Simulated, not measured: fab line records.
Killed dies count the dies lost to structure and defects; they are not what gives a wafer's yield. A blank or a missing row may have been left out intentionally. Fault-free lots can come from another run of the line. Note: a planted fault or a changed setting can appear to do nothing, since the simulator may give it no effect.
Matching of chambers + flow nandHarc + rieDiel-03 running NHARC_A_CHANNEL_FILL_D1_ETCHBACK_08: 4 sister chambers
The step etches the open film in C4F8, target depth 220 nm, time 110 s. 8 wafers are shown with their chamber, then 8 later ones without.

== WAFERS WITH THEIR CHAMBER ==
| wafer  | chamber | rfVppV (V) | rfFwdPowerW (W) |
|--------|---------|------------|-----------------|
| L478.3 | 1       | 439.4      | 596.1           |
| L480.2 | 2       | 438.5      | 593.0           |
| L482.3 | 2       | 438.5      | 589.3           |
| L482.5 | 0       | 441.4      | 594.9           |
| L493.2 | 1       | 439.9      | 596.3           |
| L493.3 | 0       | 440.6      | 597.2           |
| L493.6 | 3       | 443.4      | 595.7           |
| L494.2 | 3       | 442.7      | 597.1           |

== WAFERS MISSING THEIR CHAMBER ==
| wafer  | rfVppV (V) | rfFwdPowerW (W) |
|--------|------------|-----------------|
| L494.3 | 438.2      | 596.6           |
| L494.6 | 444.2      | 594.8           |
| L496.1 | 438.2      | 590.4           |
| L496.2 | 442.5      | 598.1           |
| L496.4 | 444.6      | 595.2           |
| L498.1 | 439.0      | 598.8           |
| L498.3 | 441.2      | 598.0           |
| L498.4 | 438.7      | 591.8           |

== WHICH CHAMBER EACH WENT THROUGH ==
| wafer  | from the rows above     | in truth                   |
|--------|-------------------------|----------------------------|
| L494.3 | can't be placed: 2 or 1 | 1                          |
| L494.6 | 3                       | 3                          |
| L496.1 | 2                       | 2                          |
| L496.2 | 3                       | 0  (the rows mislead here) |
| L496.4 | 3                       | 3                          |
| L498.1 | 1                       | 1                          |
| L498.3 | 0                       | 0                          |
| L498.4 | 2                       | 2                          |
Correctly placed: 6 of 8. From these rows, 1 cannot be placed; in 1 the true chamber is one of the candidates. Wrongly placed: 1.
How it was worked out, from the rows above alone: a wafer's distance from a chamber is the root of the sum, over the readings, of the square of ((its reading less the chamber's mean) divided by the reading's scatter). If the next closest chamber is less than 2 further off than the closest, the wafer can't be placed; otherwise it belongs to the closest. Each chamber's mean is taken over the wafers shown for it. How the scatter is found: for the shown wafers, subtract from each reading the mean of its chamber, square and add these, divide the total by (wafers less chambers), then take the root.
